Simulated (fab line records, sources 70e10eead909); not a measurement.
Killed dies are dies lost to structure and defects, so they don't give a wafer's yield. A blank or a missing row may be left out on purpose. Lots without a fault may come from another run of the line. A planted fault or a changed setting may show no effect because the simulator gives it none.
Problem report in the 8D (eight disciplines) form, filled by code | flow nand_harc | the parts of the form that need people (team, actions taken, sign-off) are left out

1. THE PROBLEM
plate_temp_C at NHARC_P_M0_PEB_07 reads a mean of 97.37 C on 6 wafers of 2 lots; wafers without a fault read 100.01 C with a standard deviation of 0.13. That is -20 standard deviations from the usual mean.
The step: peb time 65 s.
First seen on wafer L775.1, day 12 03:07, on litho_track-01. The record holds 42 wafers of 14 lots with a number at this step. Rule for "out", or "out of limits": more than 4 standard deviations from the usual mean. The other wafers with a number count as sound.

2. WHAT IT IS AND WHAT IT IS NOT
question                    | is                                 | is not
which readings at this step | plate_temp_C, heater_power_total_W | exhaust_pa
which lots                  | L775, L777                         | L763, L764, L766, L767, L768, L769, L770, L772, L776, L782, L783, L784
which wafers of those lots  | all that have a number             | -
read on which tools         | litho_track-01                     | litho_track-04, litho_track-06
when                        | from day 12 03:07                  | up to then (27 sound wafers); but 9 sound wafers of L782, L783, L784 came after

3. SUSPECTS, AND WHAT RULES EACH OUT
Counting: a tool at a process step up to the reading stays a suspect if it ran every lot that is out and no sound lot after the first of them.
- litho_track-01 at NHARC_P_M0_PEB_07 (peb time 65 s): kept. It ran every lot that is out, first L775 (day 12 03:07), and no sound lot after that; its last sound lot up to then is L776 (day 12 02:08). Its own readings are out on those wafers: heater_power_total_W, plate_temp_C.
Left after counting: litho_track-01 at NHARC_P_M0_PEB_07.

4. THE CAUSE (what the simulator had put in)
Process parameter drift: litho_track-01, from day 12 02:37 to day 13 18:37, at NHARC_P_M0_PEB_07. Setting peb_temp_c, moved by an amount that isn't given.
Counting left only this tool.

5. THE CHAIN OF EFFECTS, in route order
Each row: a reading whose mean over the struck wafers that have a number lies more than 3 standard deviations from the usual. Only readings for which the record gives a usual standard deviation are gone through. hours: the time from each lot's start at the first step in this table that gives one to its start at this step, as a median over the lots. sigmas: the change in usual standard deviations.
hours | step              | reading              | usual    | on struck wafers | change | sigmas
0     | NHARC_P_M0_PEB_07 | heater_power_total_W | 156.7 W  | 150.9            | -5.8   | -14
0     | NHARC_P_M0_PEB_07 | plate_temp_C         | 100.01 C | 97.37            | -2.64  | -20
The process steps in it:
- NHARC_P_M0_PEB_07: peb time 65 s.
Later measuring or inspecting steps at which every struck wafer that the step has a row for has a number for every such reading, and none has moved that far: NHARC_P_M0_INSPECT_11.

6. WHAT WOULD HAVE CAUGHT IT SOONER
In this record the first reading out of limits was taken at day 12 03:07, 0 hours after the fault began at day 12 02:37.
